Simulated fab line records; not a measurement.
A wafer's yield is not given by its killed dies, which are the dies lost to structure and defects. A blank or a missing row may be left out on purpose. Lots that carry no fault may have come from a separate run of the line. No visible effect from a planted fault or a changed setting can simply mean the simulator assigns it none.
Which tool was responsible?	flow n5 finfet	10 lots, 27 wafers sampled, at 6 steps of a route of 1938

## WHAT EACH GAUGE READ, for each wafer
N5_BEOL_M4_INSPECT_13: inspects for defects (brightfield). Usual: 401 for raw defect count, sd 91.
lot	measured	on	raw defect count	flag
L453	day 9 06:01	defect inspect-01	573 663 421	
L455	day 10 13:27	defect inspect-02	305 419 298	
L462	day 12 07:26	defect inspect-02	565 551 480	
L463	day 12 08:37	defect inspect-01	447 298 330	
L467	day 13 11:58	defect inspect-02	370 353	
L471	day 13 15:16	defect inspect-01	449 447	
L470	day 13 22:11	defect inspect-02	347 381	
L473	day 14 14:26	defect inspect-02	294 400 332	
L475	day 14 15:29	defect inspect-02	284 264 414	
L474	day 14 20:15	defect inspect-02	392 343 402	

N5_BEOL_M4_CD_MEAS_28: target cd 26.2 nm, target cd y 24.1 nm. Usual: 26.20 nm for cd nm, sd 0.24.
lot	measured	on	cd nm (nm)	flag
L453	day 9 06:56	cd sem-01	26.36 25.89 26.27	
L455	day 10 18:50	cd sem-02	26.50 26.55 26.01	
L462	day 12 09:02	cd sem-02	26.18 25.94 26.29	
L463	day 12 09:44	cd sem-03	26.55 26.41 26.30	
L467	day 13 13:02	cd sem-03	26.01 23.53	OFF
L471	day 13 16:17	cd sem-03	23.49 26.13	OFF
L470	day 13 23:07	cd sem-01	23.23 26.23	OFF
L473	day 14 15:21	cd sem-01	26.37 26.04 26.17	
L475	day 14 16:20	cd sem-02	26.21 26.37 25.97	
L474	day 14 21:02	cd sem-03	25.79 26.20 26.17	

N5_BEOL_M4_RC_MEAS_101. Usual: DIBL_N 36.6 mV/V, standard deviation 1.1; DIBL_P 36.7 mV/V, standard deviation 1.5; IOFF_N 0.155 nA/um, standard deviation 0.019; IOFF_P 0.208 nA/um, standard deviation 0.025; ION_N 673 uA/um, standard deviation 8.5; ION_P 462 uA/um, standard deviation 5.9; SS_N 71.6 mV/dec, standard deviation 0.58; SS_P 73.5 mV/dec, standard deviation 0.51; VT_N 250.7 mV, standard deviation 2.4; VT_P -251 mV, standard deviation 3.
lot	measured	on	DIBL_N (mV/V)	DIBL_P (mV/V)	IOFF_N (nA/um)	IOFF_P (nA/um)	ION_N (uA/um)	ION_P (uA/um)	SS_N (mV/dec)	SS_P (mV/dec)	VT_N (mV)	VT_P (mV)	flag
L453	day 9 16:01	prober-01	37.5 35.9 38.6	39.1 37.5 39.9	0.192 0.160 0.207	0.226 0.197 0.241	680 668 680	463 456 462	71.9 72.6 72.0	73.8 73.5 74.5	248.0 251.8 244.1	-252 -254 -252	
L455	day 11 04:32	prober-02	35.4 36.8 36.9	35.1 36.9 37.4	0.154 0.183 0.185	0.207 0.242 0.248	667 678 683	461 467 468	71.7 72.5 72.2	73.3 73.5 73.1	249.7 247.9 245.7	-248 -247 -248	
L462	day 12 20:25	prober-01	36.9 38.4 37.8	36.1 37.5 36.9	0.129 0.147 0.147	0.198 0.207 0.213	662 671 672	461 459 464	71.1 72.1 71.5	73.3 73.3 73.5	253.7 254.0 250.9	-251 -253 -250	
L463	day 12 23:29	prober-02	38.2 39.0 38.6	36.0 36.8 36.1	0.160 0.180 0.167	0.211 0.227 0.211	685 676 676	470 462 461	71.6 71.5 71.5	73.7 73.5 72.9	248.9 244.7 250.7	-250 -250 -249	
L467	day 14 04:04	prober-01	34.5	36.3	0.147	0.198	674	459	71.0	73.2	250.2	-252	
L471	day 14 09:08	prober-01	37.0	36.2	0.145	0.187	663	457	71.2	72.8	251.4	-253	
L470	day 14 13:34	prober-02	36.6	36.0	0.151	0.178	686	460	72.5	73.2	250.2	-253	
L473	day 16 02:40	prober-01	36.5 37.8 35.7	36.6 37.9 35.1	0.150 0.170 0.131	0.218 0.245 0.200	675 677 675	464 469 471	71.7 71.5 71.2	73.4 74.2 73.5	251.7 252.2 253.5	-249 -247 -248	
L475	day 16 06:34	prober-02	36.8 37.9 34.4	36.1 37.3 32.9	0.155 0.179 0.123	0.218 0.236 0.166	681 696 668	469 468 455	72.4 71.5 71.7	73.6 74.0 72.3	247.5 247.6 252.1	-249 -251 -254	
L474	day 16 12:02	prober-02	36.7 36.7 36.0	37.5 37.0 36.0	0.168 0.166 0.152	0.178 0.170 0.169	679 671 658	450 443 443	72.5 71.5 71.6	73.2 72.9 73.0	250.9 251.7 250.1	-256 -255 -256	

## EACH LOT AND THE TOOL THAT RAN IT (in order: tool; ch and the chambers of the sampled wafers; start)
lot	N5_BEOL_M4_EXPOSE_25	N5_BEOL_M4_ETCH_69	N5_BEOL_M4_ALD_98
L453	euv scanner-01 ch 0, day 9 06:47	rie diel-03 ch 1,2,3, day 9 07:07	ald sin-03 ch 0,1,2, day 9 07:11
L455	euv scanner-01 ch 0, day 10 18:41	rie diel-01 ch 0,2,3, day 10 19:00	ald sin-03 ch 0,2,3, day 10 19:25
L462	euv scanner-01 ch 0, day 12 08:53	rie diel-03 ch 0,2, day 12 09:26	ald sin-01 ch 1,2,3, day 12 09:38
L463	euv scanner-01 ch 0, day 12 09:37	rie diel-04 ch 0,1,3, day 12 09:56	ald sin-01 ch 0,1,3, day 12 10:02
L467	euv scanner-01 ch 0, day 13 12:55	rie diel-04 ch 0,2, day 13 13:13	ald sin-04 ch 1,3, day 13 13:44
L471	euv scanner-01 ch 0, day 13 16:10	rie diel-03 ch 2,3, day 13 16:28	ald sin-01 ch 0,2, day 13 16:32
L470	euv scanner-01 ch 0, day 13 23:00	rie diel-04 ch 0,3, day 13 23:19	ald sin-03 ch 0,3, day 13 23:46
L473	euv scanner-02 ch 0, day 14 15:13	rie diel-04 ch 0,1,2, day 14 15:32	ald sin-01 ch 0,2,3, day 14 16:08
L475	euv scanner-02 ch 0, day 14 16:12	rie diel-04 ch 1,2, day 14 16:35	ald sin-04 ch 1,2, day 14 16:47
L474	euv scanner-02 ch 0, day 14 20:53	rie diel-03 ch 1,2,3, day 14 21:13	ald sin-04 ch 0,1,3, day 14 21:23
- N5_BEOL_M4_EXPOSE_25: exposes mask V3, defocus 5 nm.
- N5_BEOL_M4_ETCH_69: etches SiARC in CF4, target depth 15.6 nm, time 26 s.
- N5_BEOL_M4_ALD_98: deposits SiO2, target thk 2.5 nm, pulse time 1 s, co reactant pulse time 1 s.

## WHAT THE TOOLS THEMSELVES READ (means of the sampled wafers that have a number; where no wafer has one, the mark that the record gives instead)
N5_BEOL_M4_EXPOSE_25. Usual: 23.00 C for reticle temp C, sd 0.11.
lot	tool	reticle temp C (C)	flag
L453	euv scanner-01	22.98	
L455	euv scanner-01	22.95	
L462	euv scanner-01	22.86	
L463	euv scanner-01	23.12	
L467	euv scanner-01	23.04	
L471	euv scanner-01	23.05	
L470	euv scanner-01	23.03	
L473	euv scanner-02	23.12	
L475	euv scanner-02	22.99	
L474	euv scanner-02	22.84	

N5_BEOL_M4_ETCH_69. Usual: value, then standard deviation, for each; cf4 flow sccm 99.99 sccm / 0.27; drypump motor current A 5.8 A / 0.5; etch rf on time s 25.9 s / 0.4; oes product au 0.66 a.u. / 0.08; rf vpp V 184.1 V / 1.2; showerhead plenum p Torr 2.14 Torr / 0.069; throttle valve pct 15.68 % / 0.23.
lot	tool	cf4 flow sccm (sccm)	drypump motor current A (A)	etch rf on time s (s)	oes product au (a.u.)	rf vpp V (V)	showerhead plenum p Torr (Torr)	throttle valve pct (%)	flag
L453	rie diel-03	99.76	5.9	25.8	0.66	184.3	2.20	15.63	
L455	rie diel-01	100.06	5.7	26.2	0.68	183.0	2.13	15.67	
L462	rie diel-03	99.86	6.1	25.3	0.77	184.3	2.17	15.35	
L463	rie diel-04	99.93	6.0	25.8	0.62	183.3	2.13	15.82	
L467	rie diel-04	99.88	5.5	25.7	0.71	183.8	2.15	15.71	
L471	rie diel-03	99.96	6.4	25.8	0.70	184.8	2.16	15.45	
L470	rie diel-04	100.05	5.9	26.0	0.59	183.5	2.12	15.78	
L473	rie diel-04	100.09	5.7	26.0	0.68	185.3	2.15	15.82	
L475	rie diel-04	99.81	5.6	25.6	0.76	185.3	2.23	15.69	
L474	rie diel-03	100.17	5.9	26.0	0.69	184.7	2.18	15.56	

N5_BEOL_M4_ALD_98. Usual: heater power w 78 W, standard deviation 5.6; precursor pulse height rel 0.999, standard deviation 0.019.
lot	tool	heater power w (W)	precursor pulse height rel	flag
L453	ald sin-03	76	1.018	
L455	ald sin-03	75	1.005	
L462	ald sin-01	80	0.999	
L463	ald sin-01	77	0.983	
L467	ald sin-04	84	0.998	
L471	ald sin-01	79	1.010	
L470	ald sin-03	80	0.970	
L473	ald sin-01	77	0.982	
L475	ald sin-04	81	1.007	
L474	ald sin-04	81	1.012	

## THE ANSWER, worked out from the rows above alone
Rule: a lot counts as off when the mean over its wafers that have a number is more than 3 standard deviations away from the usual mean. A lot without any number at a reading at which 4 lots or more have one is off too. Any other lot the step has rows for is counted as sound. The gauges are gone through in route order, then the tools' own readings, and for those a lot's mean is taken as printed above. At the first step where some lot is off, the reading lying furthest off is the one used; lots without a number count as furthest.
Off, at N5_BEOL_M4_CD_MEAS_28 on cd nm: L467, L471, L470.
A tool fits if, at a process step before that reading, it ran every lot that is off, and no sound lot after the first of them. Gauges at N5_BEOL_M4_CD_MEAS_28: tried the same way as those tools. One fits: N5_BEOL_M4_EXPOSE_25 on euv scanner-01. A fault onset in the window from L463 (day 12 09:37, its last sound lot) to L467 (day 13 12:55, its first lot off) fits.

## WHAT THE SIMULATOR PUT IN
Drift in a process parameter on euv scanner-01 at N5_BEOL_M4_EXPOSE_25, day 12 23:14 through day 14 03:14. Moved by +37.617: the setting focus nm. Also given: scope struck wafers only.
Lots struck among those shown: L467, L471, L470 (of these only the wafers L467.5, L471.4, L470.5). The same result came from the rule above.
